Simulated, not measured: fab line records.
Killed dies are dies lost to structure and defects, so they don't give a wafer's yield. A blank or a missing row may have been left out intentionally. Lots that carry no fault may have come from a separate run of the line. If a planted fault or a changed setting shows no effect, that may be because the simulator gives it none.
fab line records	flow nand-harc
record: lots: 6	wafers: 18	last-day: 34
route steps=1302 shown THIN_TSV@1261 END@1301
lots that met no fault: from a run of the same line without faults
start-h: the number of hours between the record's first day and the start of the first shown wafer of the lot	wait-h: how many hours have passed since the lot's step before this one	" unchanged from the row above	L1.1+2: several wafers, shown together as one row	- no value, or no start was given	* or withheld: withheld	< > ~ a bound
route shown NAME@n: names a module that has steps shown in the file, with the first one's number in the route	usual: mean/standard deviation taken from wafers without a fault	same: alike in all rows	chamber/n: place in a boat	sites: each site's reading	_std_site: their standard deviation	_edge_site: mean of outer sites minus mean of inner sites	radius-mm: for every site, how far away it sits from the centre of the wafer	mask NAME#n: copy n	behind: the last tool/chamber to shape the wafer	hold: what put the lot on hold/how long, in hours/how the hold closed	device: names the non-switching transistor (n, p or np)	end of line: the same wafers' tests at the end of the route	a step without rows: its recipe alone	killed: dies that structure and defects cost at the first sort, which is not the same as the wafer's yield	map: per-die view of a wafer (x killed, . not killed, _ where there is no die)
set.NAME: the setting that was run; set.NAME@STEP: the one run at that earlier step	model.NAME: the simulator's own value behind a step, which no gauge read
lots seen at some steps along the route; tables by step, rows by wafer
services: from which hour (start-h, from the record's first day; less than 0 if before it) a tool's chamber was out of use, for how many hours, and why
== steps ==
step: NHARC_THIN_TSV_DESCUM_14
recipe: time-s: 3	o2-flow-sccm: 200	ar-flow-sccm: 0	bias-power-w: 0	chemistry: O2
step: NHARC_THIN_TSV_ETCH_44
recipe: target-depth-a: 15942	time-s: 797.1	cf4-flow-sccm: 150	o2-flow-sccm: 10	ar-flow-sccm: 0	rf-w: 300	bias-w: 800	chemistry: CF4/O2
usual: drypump-motor-current-A: 5.6/0.4	oes-product-au: 1.007/0.012	rf-vpp-V: 797/4.8	showerhead-plenum-p-Torr: 1.87/0.075	throttle-valve-pct: 16.914/0.0088
lot.wafer	tool	chamber	start-h	wait-h	drypump-motor-current-A	oes-product-au	rf-hours-counter-h	rf-vpp-V	showerhead-plenum-p-Torr	throttle-valve-pct
L418.2	rie-diel-05	3	561.57	0.1	5.6	0.996	8.6	800	1.91	16.909
L418.1	"	0	"	"	5.9	1.013	5.9	800	1.93	16.906
L418.6	"	2	"	"	5.2	1.011	-	799	1.91	16.915
L422.3	rie-diel-07	2	599.49	0.1	5.4	1.006	6.5	795	1.87	16.923
L422.1	"	1	"	"	6.0	1.014	7.3	797	1.86	16.913
L422.5	"	3	"	"	5.7	1.004	-	802	1.95	16.918
L431.4	rie-diel-10	0	721.75	0.1	5.6	0.986	6.6	799	1.92	16.911
L431.2	"	1	"	"	5.7	1.000	6.4	787	1.70	16.922
L431.3	"	2	"	"	4.9	0.978	5.6	789	1.74	16.938
L432.2	rie-diel-05	3	722.72	0.1	5.7	1.016	6.4	800	1.91	16.925
L432.4	"	0	"	"	5.9	1.014	6.9	801	1.93	16.928
L432.6	"	0	"	"	5.9	1.017	-	799	1.93	16.911
L434.4	rie-diel-07	2	738.15	0.2	5.4	1.011	4.4	796	1.87	16.905
L434.2	"	3	"	"	5.7	0.979	4.3	802	1.95	16.924
L434.6	"	1	"	"	5.9	1.008	-	795	1.85	16.925
L437.2	rie-diel-05	3	792.25	0.1	5.6	1.028	0.9	799	1.91	16.918
L437.3	"	1	"	"	5.2	1.002	1.0	793	1.82	16.918
L437.5	"	0	"	"	5.9	1.019	-	802	1.93	16.929
step: NHARC_THIN_TSV_ETCH_15
recipe: target-depth-a: 30000	bosch-target-overetch-cycles: 2	bosch-etch-step-s: 2.8	bosch-dep-step-s: 1.2	bosch-cycles: 14
step: NHARC_THIN_TSV_CD_MEAS_16
usual: cd-nm: 1000.5/2
lot.wafer	tool	chamber	start-h	wait-h	cd-nm
L418.1	cd-sem-02	-	562.24	0.1	1003.0
L418.2	"	-	"	"	1003.1
L418.6	"	-	"	"	1002.4
L422.1	cd-sem-02	-	600.20	0.1	1002.9
L422.3	"	-	"	"	997.5
L422.5	"	-	"	"	1001.8
L431.2	cd-sem-03	-	722.47	0.1	1001.5
L431.3	"	-	"	"	1001.3
L431.4	"	-	"	"	997.8
L432.2	cd-sem-02	-	723.43	0.1	996.9
L432.4	"	-	"	"	998.6
L432.6	"	-	"	"	999.6
L434.2	cd-sem-02	-	738.75	0.1	1002.6
L434.4	"	-	"	"	999.3
L434.6	"	-	"	"	999.7
L437.2	cd-sem-02	-	792.96	0.1	998.9
L437.3	"	-	"	"	997.8
L437.5	"	-	"	"	997.5
step: NHARC_THIN_TSV_STRIP_45
recipe: power-w: 1500	temp-c: 250	chemistry: O2
usual: drypump-motor-current-A: 5.6/0.5	heater-power-w: 351/46
lot.wafer	tool	chamber	start-h	wait-h	drypump-motor-current-A	heater-power-w	rf-hours-counter-h
L418.2	plasma-asher-02	0	562.32	0.1	6.1	357	29
L418.1	"	1	"	"	5.0	347	29
L418.6	"	1	"	"	5.0	357	-
L422.1	plasma-asher-01	0	600.32	0.1	6.3	276	14
L422.3	"	1	"	"	5.4	415	-
L422.5	"	0	"	"	6.3	280	-
L431.2	plasma-asher-02	1	722.59	0.1	5.0	350	23
L431.3	"	0	"	"	6.0	348	-
L431.4	"	1	"	"	5.0	351	-
L432.2	plasma-asher-02	1	723.55	0.1	5.0	343	24
L432.4	"	1	"	"	5.0	344	-
L432.6	"	1	"	"	5.0	353	-
L434.2	plasma-asher-02	0	738.87	0.1	6.0	342	26
L434.4	"	0	"	"	6.1	347	-
L434.6	"	1	"	"	5.0	348	-
L437.2	plasma-asher-01	1	793.08	0.1	5.4	440	18
L437.3	"	1	"	"	5.4	439	-
L437.5	"	1	"	"	5.4	447	-
step: NHARC_THIN_TSV_STRIP_46
recipe: time-s: 1200	temp-c: 72.5	chemistry: post-etch-residue-remover
step: NHARC_THIN_TSV_DEP_47
recipe: target-thk-a: 2000	temp-c: withheld	pressure-torr: 6.5	rf-w: 900	teos-flow-sccm: 161.4	flow-sccm: 2650	target-thk-nm: 200	gas: O2	material: SiO2
step: NHARC_THIN_TSV_ETCHBACK_48
recipe: target-depth-a: 10285	over-etch-frac: 0.3	time-s: 405.17	ion-energy-ev: 250	c4f8-flow-sccm: withheld	ar-flow-sccm: withheld	rf-w: 600	bias-w: 300	chemistry: C4F8/Ar
step: NHARC_THIN_TSV_STRIP_62
recipe: power-w: 1500	temp-c: 250	time-s: 20	chemistry: N2/H2
usual: drypump-motor-current-A: 5.7/0.5	heater-power-w: 351/51
lot.wafer	tool	chamber	start-h	wait-h	drypump-motor-current-A	heater-power-w	rf-hours-counter-h
L418.1	plasma-asher-02	0	563.95	-	6.0	363	29
L418.2	"	1	"	"	5.0	350	29
L418.6	"	1	"	"	5.0	355	-
L422.1	plasma-asher-02	1	602.04	-	5.0	354	37
L422.3	"	1	"	"	5.0	352	-
L422.5	"	1	"	"	5.0	344	-
L431.2	plasma-asher-01	1	724.12	-	5.4	441	3
L431.4	"	0	"	"	6.2	276	-
L431.3	"	1	"	"	5.4	438	-
L432.2	plasma-asher-02	1	725.07	-	5.0	353	24
L432.4	"	1	"	"	5.0	352	-
L432.6	"	0	"	"	6.0	352	-
L434.2	plasma-asher-02	1	740.40	-	5.0	346	27
L434.4	"	0	"	"	6.0	349	-
L434.6	"	1	"	"	5.0	336	-
L437.2	plasma-asher-02	1	794.75	-	5.0	340	1
L437.3	"	0	"	"	6.1	355	-
L437.5	"	0	"	"	6.0	367	-
step: NHARC_THIN_TSV_DEGAS_49
recipe: temp-c: 300	time-s: 120
step: NHARC_THIN_TSV_PRE_CLEAN_50
recipe: time-s: 30	temp-c: 280	gas: H2/He
step: NHARC_THIN_TSV_PVD_19
recipe: target-thk-a: 200	chamber-pressure-pa: 5	material: TaN
step: NHARC_THIN_TSV_PVD_51
recipe: target-thk-a: 1000	chamber-pressure-pa: 5	material: Cu
usual: throttle-valve-pct: 30.0/0.66
lot.wafer	tool	chamber	start-h	wait-h	throttle-valve-pct
L418.2	pvd-sputter-03	-	564.39	-	30.4
L418.1	"	-	"	"	29.6
L418.6	"	-	"	"	30.3
L422.3	pvd-sputter-02	-	602.50	-	30.8
L422.1	"	-	"	"	30.7
L422.5	"	-	"	"	29.4
L431.2	pvd-sputter-02	-	724.54	-	30.1
L431.4	"	-	"	"	29.8
L431.3	"	-	"	"	29.5
L432.2	pvd-sputter-01	-	725.52	-	29.0
L432.4	"	-	"	"	29.1
L432.6	"	-	"	"	30.3
L434.4	pvd-sputter-02	-	740.83	-	29.8
L434.2	"	-	"	"	30.3
L434.6	"	-	"	"	30.3
L437.3	pvd-sputter-01	-	795.19	-	29.1
L437.2	"	-	"	"	29.6
L437.5	"	-	"	"	28.3
step: NHARC_THIN_TSV_ECD_20
recipe: target-thk-a: 20000	material: Cu
step: NHARC_THIN_TSV_ANNEAL_52
recipe: temp-c: 225	time-s: 90
step: NHARC_THIN_TSV_CMP_21
recipe: t-overpolish-s: 30	target-thk-nm: 2000
step: NHARC_THIN_TSV_SRD_23
step: NHARC_THIN_TSV_DEGAS_53
recipe: temp-c: 300	time-s: 60
step: NHARC_THIN_TSV_PRE_CLEAN_54
recipe: time-s: 30	temp-c: 280	gas: H2/He
step: NHARC_THIN_TSV_PVD_55
recipe: target-thk-a: 500	material: TiN
step: NHARC_THIN_TSV_PVD_24
recipe: target-thk-a: 8000	power-w: withheld	chamber-pressure-pa: withheld	substrate-temp-c: withheld	time-s: withheld	gas: Ar	material: Al
step: NHARC_THIN_TSV_DEHYDRATE_25
recipe: temp-c: 150	time-s: 120
step: NHARC_THIN_TSV_HMDS_26
recipe: time-s: 30
step: NHARC_THIN_TSV_COAT_27
recipe: spin-rpm: *
step: NHARC_THIN_TSV_SOFTBAKE_28
recipe: temp-c: 122	time-s: 95
step: NHARC_THIN_TSV_EBR_29
step: NHARC_THIN_TSV_EXPOSE_30
recipe: na: 0.55	dose-mj: 11.47	mask-id: PAD
step: NHARC_THIN_TSV_PEB_31
recipe: peb-temp-c: 118	peb-time-s: 85
step: NHARC_THIN_TSV_DEVELOP_32
recipe: time-s: 70
step: NHARC_THIN_TSV_CD_MEAS_33
recipe: target-cd-nm: 5000	landing-energy-ev: 500
usual: cd-nm: 4999.4/2.2
lot.wafer	tool	chamber	start-h	wait-h	cd-nm
L418.1	cd-sem-02	0	567.12	-	5001.5
L418.2	"	0	"	"	5002.4
L418.6	"	0	"	"	4996.7
L422.1	cd-sem-02	0	605.36	-	5002.8
L422.3	"	0	"	"	4998.9
L422.5	"	0	"	"	5001.5
L431.2	cd-sem-02	0	727.27	-	4999.9
L431.3	"	0	"	"	5002.2
L431.4	"	0	"	"	4998.3
L432.2	cd-sem-01	0	728.37	-	4997.3
L432.4	"	0	"	"	4998.5
L432.6	"	0	"	"	4996.7
L434.2	cd-sem-02	0	743.72	-	4999.0
L434.4	"	0	"	"	5003.2
L434.6	"	0	"	"	4997.8
L437.2	cd-sem-03	0	798.04	-	4997.6
L437.3	"	0	"	"	4999.5
L437.5	"	0	"	"	4997.2
step: NHARC_THIN_TSV_HARDBAKE_34
recipe: temp-c: 125	time-s: 80
step: NHARC_THIN_TSV_DESCUM_35
recipe: time-s: 3	o2-flow-sccm: 200	ar-flow-sccm: 0	bias-power-w: 0	chemistry: O2
usual: drypump-motor-current-A: 5.7/0.42	oes-product-au: 1.007/0.015	rf-vpp-V: 57.9/0.91	showerhead-plenum-p-Torr: 1.97/0.07	throttle-valve-pct: 11.310/0.0085
lot.wafer	tool	chamber	start-h	wait-h	drypump-motor-current-A	oes-product-au	rf-hours-counter-h	rf-vpp-V	showerhead-plenum-p-Torr	throttle-valve-pct
L418.1	rie-diel-05	1	567.30	-	5.2	0.999	8.2	58.6	1.90	11.308
L418.2	"	2	"	"	5.2	1.012	8.1	57.8	2.00	11.312
L418.6	"	1	"	"	5.2	1.000	-	58.4	1.90	11.299
L422.1	rie-diel-05	2	605.53	-	5.2	1.015	0.5	58.3	2.00	11.315
L422.3	"	3	"	"	5.7	1.032	0.3	58.1	2.00	11.309
L422.5	"	2	"	"	5.2	1.008	-	58.4	2.00	11.312
L431.3	rie-diel-05	3	727.42	-	5.7	1.015	7.0	58.5	2.00	11.304
L431.4	"	0	"	"	5.9	1.025	7.3	57.4	2.02	11.304
L431.2	"	1	"	"	5.2	1.000	7.3	57.5	1.90	11.312
L432.4	rie-diel-05	1	728.55	-	5.2	1.002	7.3	57.0	1.90	11.305
L432.2	"	2	"	"	5.2	1.023	7.0	57.2	2.00	11.317
L432.6	"	0	"	"	5.9	1.011	-	58.7	2.02	11.332
L434.2	rie-diel-10	3	743.87	-	5.8	1.013	8.3	57.4	1.90	11.322
L434.6	"	3	"	"	5.8	1.002	-	59.3	1.90	11.311
L434.4	"	0	"	"	5.6	0.991	-	58.1	2.01	11.316
L437.3	rie-diel-07	2	798.20	-	5.4	1.035	7.5	58.5	1.95	11.330
L437.2	"	3	"	"	5.7	0.989	7.7	57.5	2.04	11.305
L437.5	"	2	"	"	5.4	1.015	-	58.1	1.95	11.319
step: NHARC_THIN_TSV_ETCH_59
recipe: target-depth-a: 8800	icp-w: 900	bias-w: 100	Cl2_flow_sccm: 60	bcl3-flow-sccm: 30	time-s: 138.1	chemistry: Cl2/BCl3
step: NHARC_THIN_TSV_ETCH_36
recipe: target-depth-a: 650	over-etch-frac: 0.3	time-s: 18.571	ion-energy-ev: 150	chemistry: Cl2/BCl3
step: NHARC_THIN_TSV_STRIP_56
recipe: power-w: 1500	temp-c: 250	chemistry: O2
usual: drypump-motor-current-A: 5.7/0.5	heater-power-w: 351/50
lot.wafer	tool	chamber	start-h	wait-h	drypump-motor-current-A	heater-power-w	rf-hours-counter-h
L418.1	plasma-asher-01	1	567.78	0.1	5.4	411	8
L418.2	"	0	"	"	6.3	276	8
L418.6	"	0	"	"	6.3	273	-
L422.1	plasma-asher-01	1	606.06	0.1	5.4	420	15
L422.3	"	1	"	"	5.4	414	-
L422.5	"	1	"	"	5.4	428	-
L431.2	plasma-asher-01	0	727.91	0.1	6.3	279	4
L431.4	"	0	"	"	6.2	282	-
L431.3	"	1	"	"	5.4	436	-
L432.2	plasma-asher-02	1	729.05	0.1	5.0	352	25
L432.4	"	1	"	"	5.0	350	-
L432.6	"	0	"	"	6.1	353	-
L434.2	plasma-asher-02	0	744.43	0.1	6.1	358	28
L434.4	"	1	"	"	5.0	343	-
L434.6	"	1	"	"	5.0	357	-
L437.2	plasma-asher-02	0	798.71	0.1	6.0	368	2
L437.3	"	1	"	"	5.0	353	-
L437.5	"	0	"	"	6.1	360	-
step: NHARC_THIN_TSV_STRIP_57
recipe: time-s: 1200	temp-c: 72.5	chemistry: post-etch-residue-remover
step: NHARC_THIN_TSV_CD_MEAS_37
usual: cd-nm: 5000/3.1
lot.wafer	tool	chamber	start-h	wait-h	cd-nm
L418.1	cd-sem-02	-	568.57	-	5005
L418.2	"	-	"	"	5006
L418.6	"	-	"	"	5000
L422.1	cd-sem-02	-	606.87	-	5005
L422.3	"	-	"	"	4997
L422.5	"	-	"	"	5003
L431.2	cd-sem-01	-	728.72	-	5002
L431.3	"	-	"	"	5004
L431.4	"	-	"	"	4997
L432.2	cd-sem-03	-	729.85	-	4994
L432.4	"	-	"	"	4997
L432.6	"	-	"	"	4997
L434.2	cd-sem-03	-	745.18	-	5002
L434.4	"	-	"	"	5002
L434.6	"	-	"	"	4998
L437.2	cd-sem-01	-	799.51	-	4999
L437.3	"	-	"	"	4997
L437.5	"	-	"	"	4995
step: NHARC_THIN_TSV_ANNEAL_58
recipe: temp-c: 400	time-s: 1800
step: NHARC_THIN_TSV_INSPECT_40
usual: raw-defect-count: 535/75
lot.wafer	tool	chamber	start-h	wait-h	raw-defect-count
L418.1	defect-inspect-01	-	573.08	0.4	504
L418.2	"	-	"	"	457
L418.6	"	-	"	"	521
L422.1	defect-inspect-01	-	612.65	0.4	428
L422.3	"	-	"	"	381
L422.5	"	-	"	"	453
L431.2	defect-inspect-02	-	736.52	0.4	516
L431.3	"	-	"	"	555
L431.4	"	-	"	"	600
L432.2	defect-inspect-02	-	736.52	0.4	519
L432.4	"	-	"	"	624
L432.6	"	-	"	"	465
L434.2	defect-inspect-02	-	746.78	0.4	557
L434.4	"	-	"	"	477
L434.6	"	-	"	"	558
L437.2	defect-inspect-01	-	805.87	0.4	393
L437.3	"	-	"	"	422
L437.5	"	-	"	"	487
step: NHARC_END_WLT_00
usual: VT_DECK1_BOTTOM: 0.874/0.008	VT_DECK1_BOTTOM_INNER: 0.874/0.0077	VT_DECK1_MEDIAN_NEAR_BOTTOM: 0.875/0.0076	VT_DECK1_MEDIAN_NEAR_BOTTOM_INNER: 0.875/0.0078	VT_DECK1_MIDDLE: 0.886/0.0062	VT_DECK1_MIDDLE_INNER: 0.886/0.0062	VT_DECK1_TOP: 0.897/0.0061	VT_DECK1_TOP_INNER: 0.896/0.0067	VT_DECK2_BOTTOM: 0.874/0.0092	VT_DECK2_BOTTOM_INNER: 0.874/0.0092	VT_DECK2_MEDIAN_NEAR_BOTTOM: 0.876/0.0093	VT_DECK2_MEDIAN_NEAR_BOTTOM_INNER: 0.876/0.0086	VT_DECK2_MIDDLE: 0.886/0.0083	VT_DECK2_MIDDLE_INNER: 0.886/0.0078	VT_DECK2_TOP: 0.897/0.0077	VT_DECK2_TOP_INNER: 0.897/0.0077
lot.wafer	tool	chamber	start-h	wait-h	VT_DECK1_BOTTOM	VT_DECK1_BOTTOM_INNER	VT_DECK1_MEDIAN_NEAR_BOTTOM	VT_DECK1_MEDIAN_NEAR_BOTTOM_INNER	VT_DECK1_MIDDLE	VT_DECK1_MIDDLE_INNER	VT_DECK1_TOP	VT_DECK1_TOP_INNER	VT_DECK2_BOTTOM	VT_DECK2_BOTTOM_INNER	VT_DECK2_MEDIAN_NEAR_BOTTOM	VT_DECK2_MEDIAN_NEAR_BOTTOM_INNER	VT_DECK2_MIDDLE	VT_DECK2_MIDDLE_INNER	VT_DECK2_TOP	VT_DECK2_TOP_INNER
L418.1	prober-02	-	573.15	0.1	0.868	0.865	0.862	0.861	0.891	0.884	0.904	0.894	0.866	0.878	0.872	0.882	0.872	0.882	0.889	0.896
L418.2	"	-	"	"	0.870	0.866	0.869	0.871	0.879	0.883	0.901	0.892	0.874	0.871	0.873	0.869	0.883	0.879	0.885	0.887
L418.6	"	-	575.66	2.6	0.880	0.876	0.878	0.883	0.882	0.890	0.908	0.904	0.859	0.869	0.866	0.875	0.885	0.885	0.881	0.890
L422.1	prober-02	-	612.71	0.1	0.873	0.872	0.874	0.871	0.884	0.882	0.902	0.898	0.852	0.860	0.862	0.863	0.877	0.875	0.883	0.889
L422.3	"	-	613.72	1.1	0.871	0.875	0.875	0.873	0.889	0.900	0.893	0.894	0.865	0.859	0.863	0.863	0.878	0.876	0.898	0.885
L422.5	"	-	614.72	2.1	0.861	0.868	0.868	0.867	0.875	0.880	0.886	0.903	0.863	0.856	0.861	0.865	0.877	0.879	0.889	0.884
L432.2	prober-02	-	737.08	0.6	0.862	0.856	0.866	0.864	0.881	0.878	0.892	0.888	0.876	0.868	0.876	0.877	0.889	0.880	0.898	0.892
L432.4	"	-	"	"	0.872	0.860	0.877	0.873	0.882	0.878	0.899	0.894	0.856	0.867	0.859	0.868	0.880	0.877	0.889	0.897
L432.6	"	-	739.07	2.5	0.870	0.868	0.863	0.868	0.879	0.883	0.890	0.899	0.871	0.876	0.880	0.871	0.884	0.897	0.892	0.910
L431.3	prober-01	-	737.56	1.0	0.865	0.872	0.880	0.867	0.890	0.884	0.902	0.889	0.869	0.869	0.863	0.873	0.886	0.880	0.890	0.897
L431.4	"	-	"	"	0.888	0.880	0.888	0.877	0.891	0.899	0.900	0.901	0.873	0.870	0.873	0.883	0.885	0.889	0.895	0.895
L434.4	prober-01	-	748.33	1.6	0.876	0.871	0.872	0.866	0.888	0.876	0.905	0.897	0.881	0.884	0.880	0.886	0.888	0.887	0.898	0.897
L434.6	"	-	749.34	2.6	0.876	0.879	0.870	0.867	0.883	0.884	0.895	0.894	0.876	0.879	0.884	0.882	0.883	0.894	0.898	0.896
L437.2	prober-01	-	806.42	0.6	0.877	0.870	0.869	0.877	0.884	0.882	0.901	0.896	0.874	0.867	0.874	0.876	0.888	0.889	0.903	0.903
L437.3	"	-	"	"	0.874	0.875	0.882	0.875	0.887	0.892	0.891	0.902	0.869	0.861	0.866	0.870	0.883	0.888	0.897	0.892
L437.5	"	-	807.94	2.1	0.871	0.871	0.868	0.868	0.880	0.889	0.900	0.899	0.871	0.867	0.875	0.873	0.878	0.886	0.909	0.895
step: NHARC_END_SORT_01
recipe: temp-c: 25
usual: defect-limited-yield: 90/4.1	killed-at-array: 63/27	killed-at-other: 0.7/1.2	killed-at-periphery: 3.1/2	killed-dies: 67/28	killed-open: 3.0/1.9	killed-short: 2.2/1.5
same: gross-dies: 677
lot.wafer	tool	chamber	start-h	wait-h	defect-limited-yield[%]	killed-at-array	killed-at-other	killed-at-periphery	killed-dies	killed-open	killed-short
L422.1	prober-02	0	615.73	2.5	95	27	0	5	32	3	3
L422.3	prober-02	0	617.31	3.1	96	26	0	3	29	3	1
L422.5	prober-02	0	618.89	3.7	97	22	0	1	23	4	6
L431.2	prober-01	0	740.36	2.8	0	79	596	2	677	3	3
L434.2	prober-01	0	750.64	2.8	0	57	614	6	677	4	2
killed by level:class
L422.1 A_CHANNEL_HOLE_D2:chamber-film-flake=11 A_CHANNEL_HOLE_D1:chamber-film-flake=6 A_CONTACT:chamber-film-flake=2 P_CONTACT:geometric-particle:open=1 P_CONTACT:geometric-particle:short=1 A_SOURCE_PLATE:geometric-particle:open=1 A_ONON_D1:geometric-particle:short=1 A_CHANNEL_FILL_D1:geometric-particle:open=1
L422.3 A_CHANNEL_HOLE_D2:chamber-film-flake=12 A_CHANNEL_HOLE_D1:chamber-film-flake=6 P_M0:geometric-particle:open=1 A_CHANNEL_FILL_D1:geometric-particle:short=1 A_CHANNEL_HOLE_D2:geometric-particle:open=1 A_SGD_CUT:geometric-particle:open=1 P_GATE:chamber-film-flake=1 P_BONDPAD:chamber-film-flake=1
L422.5 A_CHANNEL_HOLE_D2:chamber-film-flake=8 A_CHANNEL_HOLE_D2:geometric-particle:short=2 A_CHANNEL_FILL_D1:geometric-particle:short=1 A_DECK1_JOINT:geometric-particle:short=1 A_CHANNEL_HOLE_D2:geometric-particle:open=1 A_CHANNEL_FILL_D2:geometric-particle:open=1 A_SGD_CUT:geometric-particle:short=1 A_WL_FILL:geometric-particle:short=1
L431.2 THIN_TSV:area-pvd=596 A_CHANNEL_HOLE_D1:chamber-film-flake=33 A_CHANNEL_HOLE_D2:chamber-film-flake=25 A_CONTACT:chamber-film-flake=7 A_CHANNEL_FILL_D2:chamber-film-flake=3 A_SLIT:chamber-film-flake=3 A_WL_FILL:geometric-particle:short=2 A_WL_FILL:chamber-film-flake=2
L434.2 THIN_TSV:area-pvd=614 A_SLIT:chamber-film-flake=27 A_CONTACT:chamber-film-flake=15 A_CHANNEL_HOLE_D1:chamber-film-flake=12 P_GATE:geometric-particle:open=2 P_STI:geometric-particle:short=1 P_M1:geometric-particle:open=1 A_WL_FILL:geometric-particle:open=1
map L431.2 (x killed, . not)
____________x____________
_________xxxxxxx_________
_______xxxxxxxxxxx_______
______xxxxxxxxxxxxx______
_____xxxxxxxxxxxxxxx_____
____xxxxxxxxxxxxxxxxx____
____xxxxxxxxxxxxxxxxx____
___xxxxxxxxxxxxxxxxxxx___
___xxxxxxxxxxxxxxxxxxx___
__xxxxxxxxxxxxxxxxxxxxx__
__xxxxxxxxxxxxxxxxxxxxx__
_xxxxxxxxxxxxxxxxxxxxxxx_
_xxxxxxxxxxxxxxxxxxxxxxx_
_xxxxxxxxxxxxxxxxxxxxxxx_
_xxxxxxxxxxxxxxxxxxxxxxx_
_xxxxxxxxxxxxxxxxxxxxxxx_
xxxxxxxxxxxxxxxxxxxxxxxxx
xxxxxxxxxxxxxxxxxxxxxxxxx
xxxxxxxxxxxxxxxxxxxxxxxxx
xxxxxxxxxxxxxxxxxxxxxxxxx
xxxxxxxxxxxxxxxxxxxxxxxxx
_xxxxxxxxxxxxxxxxxxxxxxx_
_xxxxxxxxxxxxxxxxxxxxxxx_
_xxxxxxxxxxxxxxxxxxxxxxx_
_xxxxxxxxxxxxxxxxxxxxxxx_
_xxxxxxxxxxxxxxxxxxxxxxx_
__xxxxxxxxxxxxxxxxxxxxx__
__xxxxxxxxxxxxxxxxxxxxx__
___xxxxxxxxxxxxxxxxxxx___
___xxxxxxxxxxxxxxxxxxx___
____xxxxxxxxxxxxxxxxx____
____xxxxxxxxxxxxxxxxx____
_____xxxxxxxxxxxxxxx_____
______xxxxxxxxxxxxx______
_______xxxxxxxxxxx_______
_________xxxxxxx_________
____________x____________
map L434.2 (x killed, . not)
____________x____________
_________xxxxxxx_________
_______xxxxxxxxxxx_______
______xxxxxxxxxxxxx______
_____xxxxxxxxxxxxxxx_____
____xxxxxxxxxxxxxxxxx____
____xxxxxxxxxxxxxxxxx____
___xxxxxxxxxxxxxxxxxxx___
___xxxxxxxxxxxxxxxxxxx___
__xxxxxxxxxxxxxxxxxxxxx__
__xxxxxxxxxxxxxxxxxxxxx__
_xxxxxxxxxxxxxxxxxxxxxxx_
_xxxxxxxxxxxxxxxxxxxxxxx_
_xxxxxxxxxxxxxxxxxxxxxxx_
_xxxxxxxxxxxxxxxxxxxxxxx_
_xxxxxxxxxxxxxxxxxxxxxxx_
xxxxxxxxxxxxxxxxxxxxxxxxx
xxxxxxxxxxxxxxxxxxxxxxxxx
xxxxxxxxxxxxxxxxxxxxxxxxx
xxxxxxxxxxxxxxxxxxxxxxxxx
xxxxxxxxxxxxxxxxxxxxxxxxx
_xxxxxxxxxxxxxxxxxxxxxxx_
_xxxxxxxxxxxxxxxxxxxxxxx_
_xxxxxxxxxxxxxxxxxxxxxxx_
_xxxxxxxxxxxxxxxxxxxxxxx_
_xxxxxxxxxxxxxxxxxxxxxxx_
__xxxxxxxxxxxxxxxxxxxxx__
__xxxxxxxxxxxxxxxxxxxxx__
___xxxxxxxxxxxxxxxxxxx___
___xxxxxxxxxxxxxxxxxxx___
____xxxxxxxxxxxxxxxxx____
____xxxxxxxxxxxxxxxxx____
_____xxxxxxxxxxxxxxx_____
______xxxxxxxxxxxxx______
_______xxxxxxxxxxx_______
_________xxxxxxx_________
____________x____________
== services ==
tool	chamber	start-h	hours	kind
rie-diel-10	1	540.63	16.2	repair
rie-diel-07	-	553.94	0.2	repair
rie-diel-07	0	556.27	7.9	repair
plasma-asher-01	-	564.48	0.5	repair
plasma-asher-01	-	578.80	3.8	repair
pvd-sputter-01	-	582.00	10.0	pm
rie-diel-05	-	583.60	9.0	pm
rie-diel-10	-	596.50	9.0	pm
rie-diel-07	0	603.09	6.5	repair
plasma-asher-02	-	603.23	9.0	pm
rie-diel-07	3	617.93	2.6	repair
pvd-sputter-02	-	638.05	10.0	pm
rie-diel-07	-	648.39	9.0	pm
pvd-sputter-02	-	671.34	3.6	repair
rie-diel-07	-	684.23	1.0	repair
plasma-asher-01	-	696.39	9.0	pm
rie-diel-07	3	700.45	2.8	repair
rie-diel-10	1	729.47	22.5	repair
pvd-sputter-02	-	742.20	3.2	repair
pvd-sputter-02	-	747.49	1.0	repair
pvd-sputter-01	-	760.00	10.0	pm
rie-diel-05	-	760.60	9.0	pm
plasma-asher-02	-	780.23	9.0	pm
rie-diel-07	0	796.54	9.3	repair
== key ==
first-sign: step: NHARC_END_SORT_01	reading: killed-at-other	direction: up	sigmas: 99+	usual: 0.7	struck: 605
effect: step: NHARC_END_SORT_01	reading: defect-limited-yield	direction: down	sigmas: 22	usual: 90	struck: 0
more-kills-born-at: NHARC_THIN_TSV_PVD_51@pvd-sputter-02: 1210
met-at NHARC_THIN_TSV_PVD_51
struck-wafers L431.2,L434.2
later-rows-left-out L431.2,L434.2
onset-between 602.50 724.54
fault: kind: process-parameter-drift	tool: pvd-sputter-02	chamber: -	onset-h: 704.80	steps: NHARC_THIN_TSV_PVD_51	channel: target-thk-a	offset: *	shape: step	end-h: 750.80	scope: struck-wafers-only	acts-in: *	stated: *
later-rows-left-out: the simulator's readings of these wafers behind a module that went badly wrong aren't trusted and aren't shown, but for the sort
